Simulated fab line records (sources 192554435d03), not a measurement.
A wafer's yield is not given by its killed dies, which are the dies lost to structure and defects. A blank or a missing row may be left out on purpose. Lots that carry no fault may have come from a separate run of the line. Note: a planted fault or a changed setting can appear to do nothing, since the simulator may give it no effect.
8D (eight disciplines) problem report, filled in by code	flow n5 finfet	the parts of the form that need people (team, actions taken, sign-off) are left out

1. PROBLEM STATEMENT
At N5_BEOL_M0_ETCH_138, rf fwd power W averages 623.2 W over 4 wafers from 2 lots, while fault-free wafers read 386.0 W, standard deviation 1.8. That is +99 or more standard deviations from the usual mean.
The step: etches SiCN in CH3F/O2, target depth 12 nm, time 31.6 s.
First observed at day 10 04:05: wafer L398.3, on rie diel-01. The record holds 24 wafers of 8 lots with a number at this step. The rule behind "out" and "out of limits": a value lying over 4 standard deviations away from the usual mean. The other wafers with a number count as sound.

2. WHAT IT IS; WHAT IT IS NOT
question	is	is not
which readings at this step	rf fwd power W, etch rf on time s, rf vpp V	drypump motor current A, oes product au, showerhead plenum p Torr, throttle valve pct
which lots	L398, L400	L381, L386, L387, L390, L401, L404
which wafers of those lots	L398.3, L398.6, L400.4, L400.5	L398.4, L400.6
read on which tools	rie diel-01	rie diel-03
when	from day 10 04:05	up to then (13 sound wafers); but 7 sound wafers of L400, L401, L404 came after

3. SUSPECTS, AND WHAT RULES EACH OUT
Counting: a tool at a process step up to the reading stays a suspect if it ran every lot that is out. Sound lots after the first of them don't rule it out here, since some wafers of a struck lot are sound.
- rie diel-01 at N5_BEOL_M0_CUTY_DESCUM_61 (chemistry O2, time 7.9 s): kept. Every lot that is out went through it, the first being L398 (day 10 03:52); the last sound lot it ran before that was L390 (day 8 06:26).
- rie diel-01 at N5_BEOL_M0_ETCH_138 (etches SiCN in CH3F/O2, target depth 12 nm, time 31.6 s): kept. Every lot that is out went through it, the first being L398 (day 10 04:05); the last sound lot it ran before that was L390 (day 8 06:38). On those wafers its own readings are out: etch rf on time s, rf fwd power W, rf vpp V.
- At N5_BEOL_M0_CUTY_DESCUM_61 on rie diel-01, chamber 3 took the sound wafers of the same lots and chamber 0 took the wafers that are out.
- At N5_BEOL_M0_ETCH_138 on rie diel-01, chamber 3 took the sound wafers of the same lots and chamber 0 took the wafers that are out.
The count leaves rie diel-01 at N5_BEOL_M0_ETCH_138 and rie diel-01 at N5_BEOL_M0_CUTY_DESCUM_61.

4. THE CAUSE (what the simulator had put in)
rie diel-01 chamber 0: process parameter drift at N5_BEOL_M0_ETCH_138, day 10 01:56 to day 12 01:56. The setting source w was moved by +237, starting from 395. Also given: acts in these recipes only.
This tool is one of the 2 suspects left after counting.

5. THE CHAIN OF EFFECTS, in route order
One row per reading whose mean, taken over the struck wafers that have a number, lies over 3 standard deviations from the usual. Scope: only readings with a usual standard deviation given in the record; hours: median across lots of the time from each lot's start at the first step in this table that gives one to its start at this step; sigmas: change in usual standard deviations.
hours	step	reading	usual	on struck wafers	change	sigmas
0	N5_BEOL_M0_ETCH_138	etch rf on time s	29.1 s	24.3	-4.8	-6.1
0	N5_BEOL_M0_ETCH_138	rf fwd power W	386.0 W	623.2	+237.2	+99 or more
0	N5_BEOL_M0_ETCH_138	rf vpp V	297.5 V	254.4	-43.1	-27
The process steps in it:
- N5_BEOL_M0_ETCH_138: etches SiCN in CH3F/O2, target depth 12 nm, time 31.6 s.
At these later measuring or inspecting steps, every struck wafer for which the step has a row has a number for every such reading, and none has moved that far: N5_BEOL_M4_RC_MEAS_101.

6. HOW IT WOULD HAVE BEEN CAUGHT EARLIER
First out-of-limits reading in this record: day 10 04:05, which is 2 hours after fault onset at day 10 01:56.
